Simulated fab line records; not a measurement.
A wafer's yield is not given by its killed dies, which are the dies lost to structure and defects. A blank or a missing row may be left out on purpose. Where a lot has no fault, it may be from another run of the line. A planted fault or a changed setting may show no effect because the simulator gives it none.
Problem report in the 8D (eight disciplines) form, filled by code || flow n5-finfet || the parts of the form that need people (team, actions taken, sign-off) are left out

## 1. THE ISSUE
Wafers without a fault read 1499.8 rpm, standard deviation 0.83; spin-speed-rpm at N5_BEOL_M0_SAQP_COAT_87 reads a mean of 1387.3 rpm on 6 wafers belonging to 2 lots. That is -99 or more standard deviations from the usual mean.
The step: time 60 s, resist thk 5 nm.
Seen first at day 9 00:50 on litho-track-05, wafer L260.2. Wafers with a number at this step in the record: 12, from 4 lots. The rule behind "out" and "out of limits": a value lying over 4 standard deviations away from the usual mean. All remaining wafers that have a number are taken as sound.

## 2. WHAT IT IS, AND WHAT IT ISN'T
{"question": "which readings at this step", "is": "spin-speed-rpm", "is not": "exhaust-pa"}
{"question": "which lots", "is": "L260, L261", "is not": "L250, L270"}
{"question": "which wafers of those lots", "is": "all that have a number", "is not": "-"}
{"question": "read on which tools", "is": "litho-track-05", "is not": "litho-track-04"}
{"question": "when", "is": "from day 9 00:50", "is not": "up to then (3 sound wafers); but 3 sound wafers of L270 came after"}

## 3. WHAT RULES OUT EACH SUSPECT
Counting: a tool at a process step up to the reading stays a suspect if it ran every lot that is out and no sound lot after the first of them.
- litho-track-05 at N5_BEOL_M0_SAQP_COAT_87 (time 60 s, resist thk 5 nm): kept. All lots that are out passed through it, beginning with L260 at day 9 00:50, and no sound lot followed; its final sound lot before that point was L250 at day 6 11:50. Its own spin-speed-rpm readings are out on those wafers.
Remaining after the count: litho-track-05 at N5_BEOL_M0_SAQP_COAT_87.

## 4. THE CAUSE (what the simulator had put in)
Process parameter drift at N5_BEOL_M0_SAQP_COAT_87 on litho-track-05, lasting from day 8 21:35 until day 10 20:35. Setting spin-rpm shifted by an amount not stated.
After counting, this tool was the only one left.

## 5. THE CHAIN OF EFFECTS, in route order
Each row: a reading where the mean over the struck wafers with a number is more than 3 standard deviations away from the usual. Only readings for which the record gives a usual standard deviation are gone through. hours: the time from each lot's start at the first step in this table that gives one to its start at this step, as a median over the lots. sigmas: the change in usual standard deviations.
{"hours": 0, "step": "N5_BEOL_M0_SAQP_COAT_87", "reading": "spin-speed-rpm", "usual": "1499.8 rpm", "on struck wafers": 1387.3, "change": -112.5, "sigmas": "-99 or more"}
Here are the process steps it includes:
- N5_BEOL_M0_SAQP_COAT_87: time 60 s, resist thk 5 nm.
At these later measuring or inspecting steps, every struck wafer for which the step has a row has a number for every such reading, and none has moved that far: N5_BEOL_M4_RC_MEAS_101.

## 6. HOW IT WOULD HAVE BEEN CAUGHT EARLIER
First out-of-limits reading in this record: day 9 00:50, which is 3 hours after fault onset at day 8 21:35.
